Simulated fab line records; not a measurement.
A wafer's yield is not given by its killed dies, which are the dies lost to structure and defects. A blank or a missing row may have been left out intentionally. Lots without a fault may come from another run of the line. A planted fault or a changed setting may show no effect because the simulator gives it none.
fab line records | flow nandHarc
record lots=11 | wafers=33 | lastDay=34
route steps=1302 shown P_ZERO_WELL@59 P_STI@87 P_GATE@143 END@1302
lots with no fault: from the same line, run without faults
startH: start of the lot's first displayed wafer, in hours after the record's first day | waitH: time in hours since the lot's previous step | " the same as in the row above | L1.1+2: one row covering several wafers at once | - no value, or no start was given | * or withheld: withheld | < > ~ a bound
route shown NAME@n: a module of which the file shows steps, and the number in the route of the first | usual: mean/standard deviation taken from wafers without a fault | same: alike in all rows | chamber/n: place in a boat | sites: readings site by site | _std_site: standard deviation across them | _edge_site: outer sites' mean less inner sites' | radiusMm: how far each site lies from the wafer's centre | mask NAME#n: copy n | behind: the last tool/chamber to shape the wafer | hold: why the lot went on hold/how many hours it stayed there/how the hold came to an end | device: names the non-switching transistor (n, p or np) | end of line: the route-end tests of the same wafers | where a step has no rows: the recipe by itself | killed: count of dies lost to structure and defects at first sort (not the wafer's yield) | map: dies across one wafer; x = killed, . = not, _ = none there
set.NAME: the setting as run; set.NAME@STEP: as run at that earlier step | model.NAME: the simulator's own value behind a step, which no gauge read
steps of the route over a sample of lots; a table a step, a row a wafer
services: a tool's chamber out of use, with start hour (startH, from the record's first day; less than 0 if before it), hours out, and reason
## steps
# step NHARC_P_ZERO_WELL_CD_MEAS_52
# recipe targetCdNm=2000 | landingEnergyEv=500
# usual cdNm=1999.5/1.7
lot.wafer | tool     | chamber | startH | waitH | cdNm
L954.1    | cdSem-03 | 0       | 55.89  | -     | 2000.3
L954.4    | "        | 0       | "      | "     | 2001.7
L954.5    | "        | 0       | "      | "     | 2000.6
L955.1    | cdSem-02 | 0       | 66.74  | -     | 1999.8
L955.2    | "        | 0       | "      | "     | 2000.9
L955.5    | "        | 0       | "      | "     | 2001.5
L957.1    | cdSem-03 | 0       | 86.12  | -     | 2001.6
L957.2    | "        | 0       | "      | "     | 2002.1
L957.5    | "        | 0       | "      | "     | 1999.8
L958.1    | cdSem-03 | 0       | 99.87  | -     | 2000.8
L958.2    | "        | 0       | "      | "     | 1999.4
L958.4    | "        | 0       | "      | "     | 1999.6
L961.1    | cdSem-03 | 0       | 125.93 | -     | 1999.0
L961.3    | "        | 0       | "      | "     | 1998.8
L961.5    | "        | 0       | "      | "     | 2000.7
L963.4    | cdSem-03 | 0       | 146.16 | -     | 1999.3
L963.5    | "        | 0       | "      | "     | 1998.6
L963.6    | "        | 0       | "      | "     | 2000.2
L965.1    | cdSem-02 | 0       | 165.72 | -     | 1997.9
L965.3    | "        | 0       | "      | "     | 1998.7
L965.6    | "        | 0       | "      | "     | 2000.0
L966.3    | cdSem-03 | 0       | 175.92 | -     | 1998.1
L966.5    | "        | 0       | "      | "     | 1997.5
L966.6    | "        | 0       | "      | "     | 1997.2
L971.1    | cdSem-01 | 0       | 225.65 | -     | 2001.2
L971.3    | "        | 0       | "      | "     | 1997.6
L971.4    | "        | 0       | "      | "     | 1996.7
L972.1    | cdSem-03 | 0       | 236.22 | -     | 1997.5
L972.4    | "        | 0       | "      | "     | 1999.4
L972.5    | "        | 0       | "      | "     | 1996.2
L974.2    | cdSem-03 | 0       | 255.76 | -     | 2001.7
L974.4    | "        | 0       | "      | "     | 2001.9
L974.5    | "        | 0       | "      | "     | 1995.9
# step NHARC_P_STI_DESCUM_14
# recipe timeS=3 | o2FlowSccm=200 | arFlowSccm=0 | biasPowerW=0 | chemistry=O2
# usual drypumpMotorCurrentA=5.8/0.53 | oesProductAu=1.002/0.011 | rfVppV=58.0/0.97 | showerheadPlenumPTorr=1.93/0.099 | throttleValvePct=11.311/0.009
lot.wafer | tool       | chamber | startH | waitH | drypumpMotorCurrentA | oesProductAu | rfHoursCounterH | rfVppV | showerheadPlenumPTorr | throttleValvePct
L954.4    | rieDiel-01 | 3       | 75.09  | -     | 6.7                  | 1.010        | 1               | 59.3   | 2.03                  | 11.324
L954.1    | "          | 1       | "      | "     | 5.9                  | 1.006        | 1               | 57.0   | 1.96                  | 11.322
L954.5    | "          | 3       | "      | "     | 6.7                  | 1.023        | -               | 57.2   | 2.03                  | 11.318
L955.1    | rieDiel-01 | 0       | 85.82  | -     | 5.8                  | 0.994        | 1               | 57.6   | 1.82                  | 11.316
L955.2    | "          | 1       | "      | "     | 5.9                  | 1.010        | 1               | 57.9   | 1.96                  | 11.330
L955.5    | "          | 3       | "      | "     | 6.7                  | 1.013        | -               | 58.9   | 2.03                  | 11.302
L957.1    | rieDiel-01 | 2       | 108.20 | -     | 5.3                  | 0.984        | 2               | 57.1   | 1.87                  | 11.314
L957.2    | "          | 1       | "      | "     | 5.9                  | 0.989        | 2               | 58.1   | 1.96                  | 11.312
L957.5    | "          | 3       | "      | "     | 6.6                  | 1.023        | -               | 58.0   | 2.03                  | 11.314
L958.4    | rieDiel-07 | 2       | 116.32 | -     | 5.7                  | 0.995        | 9               | 58.9   | 1.92                  | 11.296
L958.2    | "          | 3       | "      | "     | 5.3                  | 1.016        | 10              | 58.1   | 1.79                  | 11.302
L958.1    | "          | 1       | "      | "     | 6.4                  | 0.975        | 7               | 57.3   | 2.07                  | 11.308
L961.1    | rieDiel-07 | 1       | 145.25 | -     | 6.4                  | 1.004        | 1               | 58.9   | 2.06                  | 11.316
L961.3    | "          | 3       | "      | "     | 5.3                  | 0.984        | 1               | 56.7   | 1.79                  | 11.308
L961.5    | "          | 0       | "      | "     | 5.4                  | 1.002        | -               | 57.9   | 1.82                  | 11.295
L963.4    | rieDiel-08 | 3       | 163.97 | -     | 6.0                  | 0.996        | 13              | 57.6   | 1.78                  | 11.333
L963.5    | "          | 1       | "      | "     | 4.9                  | 1.018        | -               | 59.0   | 2.04                  | 11.310
L963.6    | "          | 2       | "      | "     | 6.5                  | 0.995        | -               | 57.1   | 1.91                  | 11.316
L965.1    | rieDiel-08 | 0       | 186.35 | -     | 5.7                  | 1.001        | 13              | 58.4   | 2.01                  | 11.315
L965.3    | "          | 2       | "      | "     | 6.5                  | 1.002        | 16              | 59.0   | 1.91                  | 11.308
L965.6    | "          | 0       | "      | "     | 5.7                  | 0.994        | -               | 57.8   | 2.01                  | 11.302
L966.3    | rieDiel-07 | 1       | 192.80 | -     | 6.4                  | 0.991        | 4               | 59.8   | 2.06                  | 11.316
L966.5    | "          | 3       | "      | "     | 5.3                  | 0.992        | -               | 56.8   | 1.79                  | 11.328
L966.6    | "          | 0       | "      | "     | 5.4                  | 0.985        | -               | 58.9   | 1.81                  | 11.309
L971.1    | rieDiel-01 | 0       | 245.56 | -     | 5.8                  | 0.997        | 1               | 57.7   | 1.82                  | 11.320
L971.3    | "          | 1       | "      | "     | 5.9                  | 1.001        | 2               | 58.7   | 1.96                  | 11.305
L971.4    | "          | 3       | "      | "     | 6.7                  | 1.020        | 1               | 58.5   | 2.03                  | 11.323
L972.1    | rieDiel-07 | 1       | 254.15 | -     | 6.4                  | 0.993        | 7               | 59.2   | 2.06                  | 11.317
L972.4    | "          | 3       | "      | "     | 5.3                  | 0.998        | 7               | 56.3   | 1.78                  | 11.319
L972.5    | "          | 0       | "      | "     | 5.4                  | 1.017        | -               | 58.0   | 1.81                  | 11.293
L974.2    | rieDiel-01 | 0       | 274.70 | -     | 5.8                  | 1.006        | 3               | 58.6   | 1.82                  | 11.316
L974.4    | "          | 3       | "      | "     | 6.7                  | 1.021        | 3               | 57.3   | 2.03                  | 11.321
L974.5    | "          | 0       | "      | "     | 5.8                  | 1.001        | -               | 58.5   | 1.82                  | 11.305
# step NHARC_P_STI_CMP_21
# recipe tOverpolishS=20 | targetThkNm=380.67
# usual edgeZonePressureFrac=1.001/0.005 | motorCurrentA=11.4/1 | overpolishRunS=20.000/0.0096
lot.wafer | tool   | chamber | startH | waitH | edgeZonePressureFrac | motorCurrentA | overpolishRunS
L954.1    | cmp-01 | 3       | 93.18  | 0.4   | 0.994                | 11.4          | 19.986
L954.4    | "      | 0       | "      | "     | 1.001                | 9.4           | 19.991
L954.5    | "      | 2       | "      | "     | 0.997                | 12.6          | 19.987
L955.1    | cmp-04 | 2       | 106.54 | 0.4   | 1.001                | 10.7          | 20.002
L955.2    | "      | 1       | "      | "     | 0.996                | 11.6          | 20.010
L955.5    | "      | 3       | "      | "     | 0.993                | 12.8          | 20.007
L957.1    | cmp-01 | 3       | 130.45 | 0.4   | 0.999                | 10.8          | 19.990
L957.2    | "      | 2       | "      | "     | 1.002                | 11.8          | 19.977
L957.5    | "      | 0       | "      | "     | 1.001                | 9.7           | 20.000
L958.1    | cmp-04 | 3       | 137.27 | 0.4   | 1.002                | 12.3          | 19.992
L958.2    | "      | 0       | "      | "     | 1.001                | 11.8          | 19.986
L958.4    | "      | 2       | "      | "     | 1.010                | 10.3          | 19.997
L961.3    | cmp-01 | 0       | 163.69 | 0.4   | 0.992                | 9.8           | 19.997
L961.1    | "      | 2       | "      | "     | 1.003                | 12.4          | 19.993
L961.5    | "      | 0       | "      | "     | 0.999                | 9.6           | 19.999
L963.4    | cmp-04 | 1       | 183.17 | 0.4   | 0.997                | 10.7          | 19.998
L963.6    | "      | 3       | "      | "     | 1.002                | 12.3          | 19.997
L963.5    | "      | 0       | "      | "     | 1.003                | 12.3          | 20.002
L965.1    | cmp-01 | 3       | 210.60 | 0.4   | 0.994                | 10.9          | 20.008
L965.3    | "      | 0       | "      | "     | 0.997                | 9.6           | 20.002
L965.6    | "      | 3       | "      | "     | 0.994                | 10.8          | 20.011
L966.3    | cmp-03 | 1       | 210.65 | 0.4   | 1.010                | 9.6           | 19.997
L966.5    | "      | 1       | "      | "     | 1.007                | 9.7           | 19.975
L966.6    | "      | 2       | "      | "     | 0.990                | 11.5          | 20.002
L971.3    | cmp-04 | 3       | 267.87 | 0.4   | 1.007                | 12.0          | 19.997
L971.1    | "      | 0       | "      | "     | 1.004                | 12.3          | 20.011
L971.4    | "      | 1       | "      | "     | 1.001                | 11.2          | 20.012
L972.1    | cmp-03 | 1       | 272.43 | 0.4   | 1.008                | 9.4           | 19.997
L972.4    | "      | 3       | "      | "     | 0.998                | 11.7          | 19.998
L972.5    | "      | 2       | "      | "     | 1.003                | 10.9          | 20.019
L974.4    | cmp-03 | 2       | 295.69 | 0.4   | 0.996                | 11.4          | 19.996
L974.2    | "      | 0       | "      | "     | 1.009                | 12.0          | 19.994
L974.5    | "      | 2       | "      | "     | 1.002                | 11.8          | 19.998
# step NHARC_P_STI_STRIP_24
# recipe tempC=160 | chemistry=H3PO4 | material=Si3N4
lot.wafer  | tool        | chamber | startH | waitH
L954.1+4+5 | wetBench-09 | 0,2,5   | 93.50  | 0.0
L955.1+5+2 | wetBench-04 | 4,6,7   | 106.89 | 0.0
L957.2+5+1 | wetBench-02 | 4,5,0   | 130.79 | 0.0
L958.1+2+4 | wetBench-04 | 4,5,7   | 137.62 | 0.0
L961.3+1+5 | wetBench-09 | 6,7,2   | 164.00 | 0.0
L963.6+4+5 | wetBench-04 | 2,5,7   | 183.45 | 0.0
L965.1+3+6 | wetBench-09 | 5,6,7   | 210.95 | 0.0
L966.5+6+3 | wetBench-02 | 5,1,2   | 210.99 | 0.0
L971.3+1+4 | wetBench-04 | 1,3,4   | 268.22 | 0.0
L972.4+1+5 | wetBench-04 | 3,4,7   | 272.77 | 0.0
L974.2+5+4 | wetBench-02 | 5,7,1   | 296.01 | 0.0
# step NHARC_P_STI_INSPECT_25
# usual rawDefectCount=212/77
lot.wafer | tool             | chamber | startH | waitH | rawDefectCount
L954.1    | defectInspect-01 | -       | 101.69 | 0.4   | 135
L954.4    | "                | -       | "      | "     | 175
L954.5    | "                | -       | "      | "     | 149
L955.1    | defectInspect-01 | -       | 116.87 | 0.4   | 212
L955.2    | "                | -       | "      | "     | 312
L955.5    | "                | -       | "      | "     | 303
L957.1    | defectInspect-01 | -       | 141.59 | 0.4   | 198
L957.2    | "                | -       | "      | "     | 292
L957.5    | "                | -       | "      | "     | 173
L958.1    | defectInspect-01 | -       | 148.39 | 0.4   | 308
L958.2    | "                | -       | "      | "     | 146
L958.4    | "                | -       | "      | "     | 229
L961.1    | defectInspect-02 | -       | 172.14 | 0.4   | 184
L961.3    | "                | -       | "      | "     | 167
L961.5    | "                | -       | "      | "     | 110
L963.4    | defectInspect-01 | -       | 191.63 | 0.4   | 165
L963.5    | "                | -       | "      | "     | 267
L963.6    | "                | -       | "      | "     | 240
L965.1    | defectInspect-02 | -       | 219.67 | 0.4   | 317
L965.3    | "                | -       | "      | "     | 491
L965.6    | "                | -       | "      | "     | 262
L966.3    | defectInspect-02 | -       | 219.68 | 0.4   | 249
L966.5    | "                | -       | "      | "     | 158
L966.6    | "                | -       | "      | "     | 191
L971.1    | defectInspect-02 | -       | 276.68 | 0.4   | 535
L971.3    | "                | -       | "      | "     | 769
L971.4    | "                | -       | "      | "     | 598
L972.1    | defectInspect-01 | -       | 280.31 | 0.4   | 537
L972.4    | "                | -       | "      | "     | 593
L972.5    | "                | -       | "      | "     | 655
L974.2    | defectInspect-02 | -       | 305.30 | 0.4   | 155
L974.4    | "                | -       | "      | "     | 269
L974.5    | "                | -       | "      | "     | 156
# step NHARC_P_GATE_INSPECT_28
# usual rawDefectCount=5.7/2.6
lot.wafer | tool             | chamber | startH | waitH | rawDefectCount
L954.1    | defectInspect-02 | -       | 124.77 | 0.0   | 4
L954.4    | "                | -       | "      | "     | 5
L954.5    | "                | -       | "      | "     | 7
L955.1    | defectInspect-01 | -       | 143.44 | 0.0   | 2
L955.2    | "                | -       | "      | "     | 6
L955.5    | "                | -       | "      | "     | 11
L957.1    | defectInspect-01 | -       | 165.62 | 0.0   | 5
L957.2    | "                | -       | "      | "     | 3
L957.5    | "                | -       | "      | "     | 6
L958.1    | defectInspect-02 | -       | 170.98 | 0.0   | 8
L958.2    | "                | -       | "      | "     | 9
L958.4    | "                | -       | "      | "     | 10
L961.1    | defectInspect-01 | -       | 196.77 | 0.0   | 4
L961.3    | "                | -       | "      | "     | 5
L961.5    | "                | -       | "      | "     | 3
L963.4    | defectInspect-02 | -       | 211.85 | 0.0   | 2
L963.5    | "                | -       | "      | "     | 5
L963.6    | "                | -       | "      | "     | 4
L966.3    | defectInspect-02 | -       | 242.58 | 0.0   | 10
L966.5    | "                | -       | "      | "     | 6
L966.6    | "                | -       | "      | "     | 7
L965.1    | defectInspect-02 | -       | 244.26 | 1.1   | 3
L965.3    | "                | -       | "      | "     | 8
L965.6    | "                | -       | "      | "     | 3
L971.1    | defectInspect-02 | -       | 304.75 | 0.0   | 384
L971.3    | "                | -       | "      | "     | 384
L971.4    | "                | -       | "      | "     | 397
L972.1    | defectInspect-01 | -       | 307.11 | 0.0   | 366
L972.4    | "                | -       | "      | "     | 347
L972.5    | "                | -       | "      | "     | 409
L974.2    | defectInspect-02 | -       | 330.57 | 0.0   | 6
L974.4    | "                | -       | "      | "     | 7
L974.5    | "                | -       | "      | "     | 6
# step NHARC_P_GATE_INSPECT_68
# usual rawDefectCount=195/70
lot.wafer | tool             | chamber | startH | waitH | rawDefectCount
L954.1    | defectInspect-01 | -       | 143.20 | 0.2   | 165
L954.4    | "                | -       | "      | "     | 175
L954.5    | "                | -       | "      | "     | 169
L955.1    | defectInspect-01 | -       | 168.16 | 0.2   | 180
L955.2    | "                | -       | "      | "     | 206
L955.5    | "                | -       | "      | "     | 268
L957.1    | defectInspect-02 | -       | 184.30 | 0.2   | 243
L957.2    | "                | -       | "      | "     | 310
L957.5    | "                | -       | "      | "     | 179
L958.1    | defectInspect-02 | -       | 195.86 | 0.2   | 262
L958.2    | "                | -       | "      | "     | 155
L958.4    | "                | -       | "      | "     | 129
L961.1    | defectInspect-02 | -       | 215.34 | 0.2   | 93
L961.3    | "                | -       | "      | "     | 140
L961.5    | "                | -       | "      | "     | 104
L963.4    | defectInspect-02 | -       | 230.20 | 0.1   | 157
L963.5    | "                | -       | "      | "     | 261
L963.6    | "                | -       | "      | "     | 252
L966.3    | defectInspect-01 | -       | 260.72 | 0.1   | 211
L966.5    | "                | -       | "      | "     | 120
L966.6    | "                | -       | "      | "     | 178
L965.1    | defectInspect-01 | -       | 262.77 | 0.2   | 271
L965.3    | "                | -       | "      | "     | 305
L965.6    | "                | -       | "      | "     | 201
L971.1    | defectInspect-02 | -       | 323.10 | 0.2   | 592
L971.3    | "                | -       | "      | "     | 758
L971.4    | "                | -       | "      | "     | 592
L972.1    | defectInspect-01 | -       | 325.55 | 0.2   | 487
L972.4    | "                | -       | "      | "     | 550
L972.5    | "                | -       | "      | "     | 604
L974.2    | defectInspect-01 | -       | 349.31 | 0.1   | 136
L974.4    | "                | -       | "      | "     | 241
L974.5    | "                | -       | "      | "     | 141
# step NHARC_END_SORT_01
# recipe tempC=25
# usual killedAtArray=53/18 | killedAtOther=0.8/1.1 | killedAtPeriphery=4.1/2.7 | killedDies=58/18 | killedOpen=3.1/1.7 | killedShort=2.7/1.7
# same grossDies=677
lot.wafer | tool      | chamber | startH | waitH | killedAtArray | killedAtOther | killedAtPeriphery | killedDies | killedOpen | killedShort
L971.1    | prober-01 | 0       | 770.78 | 2.5   | 35            | 0             | 50                | 85         | 0          | 1
L971.3    | prober-01 | 0       | 772.39 | 3.1   | 65            | 1             | 34                | 100        | 2          | 3
L971.4    | prober-01 | 0       | 773.20 | 3.4   | 60            | 0             | 82                | 142        | 3          | 1
L972.1    | prober-02 | 0       | 770.83 | 2.5   | 47            | 3             | 80                | 130        | 2          | 1
L972.4    | prober-02 | 0       | 773.18 | 3.4   | 30            | 2             | 53                | 85         | 5          | 4
L972.5    | prober-02 | 0       | 773.96 | 3.6   | 43            | 3             | 82                | 128        | 2          | 3
# killed by level:class
L971.1 P_STI:unspecified=47 A_CHANNEL_HOLE_D2:chamberFilmFlake=16 A_SLIT:chamberFilmFlake=8 A_CONTACT:chamberFilmFlake=3 A_WL_FILL:chamberFilmFlake=3 P_M2:chamberFilmFlake=2 A_CHANNEL_HOLE_D1:chamberFilmFlake=2 A_CHANNEL_FILL_D1:geometricParticle:short=1
L972.1 P_STI:unspecified=79 A_SLIT:chamberFilmFlake=31 A_CONTACT:chamberFilmFlake=6 A_CHANNEL_HOLE_D1:chamberFilmFlake=2 A_DECK1_JOINT:chamberFilmFlake=2 THIN_TSV:chamberFilmFlake=2 A_ONON_D2:geometricParticle:short=1 A_CHANNEL_FILL_D2:geometricParticle:open=1
L971.3 A_CHANNEL_HOLE_D2:chamberFilmFlake=30 P_STI:unspecified=28 A_CHANNEL_HOLE_D1:chamberFilmFlake=19 A_SLIT:chamberFilmFlake=7 A_CONTACT:chamberFilmFlake=6 P_M2:chamberFilmFlake=2 P_GATE:geometricParticle:open=1 P_M0:geometricParticle:open=1
L972.4 P_STI:unspecified=49 A_CONTACT:chamberFilmFlake=7 A_SLIT:chamberFilmFlake=7 A_DECK1_JOINT:geometricParticle:open=2 P_M2:chamberFilmFlake=2 A_CHANNEL_HOLE_D1:chamberFilmFlake=2 A_STAIRCASE:chamberFilmFlake=2 A_CHANNEL_HOLE_D1:geometricParticle:open=1
L971.4 P_STI:unspecified=78 A_CHANNEL_HOLE_D2:chamberFilmFlake=23 A_CHANNEL_HOLE_D1:chamberFilmFlake=17 A_CONTACT:chamberFilmFlake=6 A_SLIT:chamberFilmFlake=5 A_STAIRCASE:chamberFilmFlake=4 P_M2:chamberFilmFlake=3 A_CHANNEL_FILL_D1:geometricParticle:open=1
L972.5 P_STI:unspecified=79 A_SLIT:chamberFilmFlake=30 A_CONTACT:chamberFilmFlake=6 A_CHANNEL_HOLE_D1:chamberFilmFlake=2 THIN_TSV:chamberFilmFlake=2 P_M0:geometricParticle:open=1 A_DECK1_JOINT:geometricParticle:short=1 A_ONON_D2:geometricParticle:short=1
## services
tool        | chamber | startH | hours | kind
wetBench-04 | -       | 51.20  | 8.0   | pm
cmp-03      | -       | 64.00  | 4.0   | pm
wetBench-02 | -       | 68.00  | 8.0   | pm
cmp-04      | -       | 71.51  | 1.2   | repair
cmp-01      | -       | 87.63  | 4.0   | pm
cmp-04      | -       | 111.02 | 4.0   | pm
rieDiel-07  | -       | 117.21 | 9.0   | pm
cmp-04      | -       | 119.99 | 6.7   | repair
rieDiel-01  | -       | 151.81 | 0.9   | repair
cmp-03      | -       | 162.00 | 4.0   | pm
cmp-03      | -       | 169.17 | 0.4   | repair
wetBench-09 | -       | 176.80 | 8.0   | pm
cmp-01      | -       | 185.63 | 4.0   | pm
cmp-01      | -       | 200.94 | 0.9   | repair
rieDiel-01  | -       | 203.84 | 9.0   | pm
cmp-04      | -       | 209.02 | 4.0   | pm
wetBench-04 | -       | 227.20 | 8.0   | pm
cmp-01      | -       | 229.03 | 0.4   | repair
rieDiel-07  | -       | 245.14 | 1.2   | repair
rieDiel-01  | 0       | 249.99 | 2.4   | repair
rieDiel-07  | 3       | 258.78 | 8.9   | repair
cmp-04      | -       | 273.50 | 1.3   | repair
cmp-01      | -       | 283.63 | 4.0   | pm
rieDiel-07  | -       | 294.21 | 9.0   | pm
## key
firstSign step=NHARC_P_STI_INSPECT_25 | reading=rawDefectCount | direction=up | sigmas=5.2 | usual=212 | struck=614
effect step=NHARC_P_GATE_INSPECT_28 | reading=rawDefectCount | direction=up | sigmas=99+ | usual=5.7 | struck=381.2
effect step=NHARC_P_GATE_INSPECT_68 | reading=rawDefectCount | direction=up | sigmas=5.8 | usual=195 | struck=597
effect step=NHARC_END_SORT_01 | reading=killedAtPeriphery | direction=up | sigmas=22 | usual=4.1 | struck=63.5
moreKillsBornAt NHARC_P_STI_STRIP_24@wetBench-04=360
metAt NHARC_P_STI_STRIP_24
struckLots L971,L972
testerLeftOut L971,L972
notActingAt NHARC_P_ZERO_WELL_CD_MEAS_52,NHARC_P_STI_DESCUM_14,NHARC_P_STI_CMP_21
onsetBetween 183.45 268.22
fault kind=chamberParticleSource | tool=wetBench-04 | chamber=- | onsetH=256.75 | steps=NHARC_P_STI_STRIP_24 | ratePerVisitCm2=0.56784 | endH=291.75
# testerLeftOut: of these lots the tester's yield and bins aren't shown, on N5 and GAA mostly nor the transistor test; their killed dies are dies lost to structure and defects alone, not to doping, threshold or leakage, so they don't give the yield
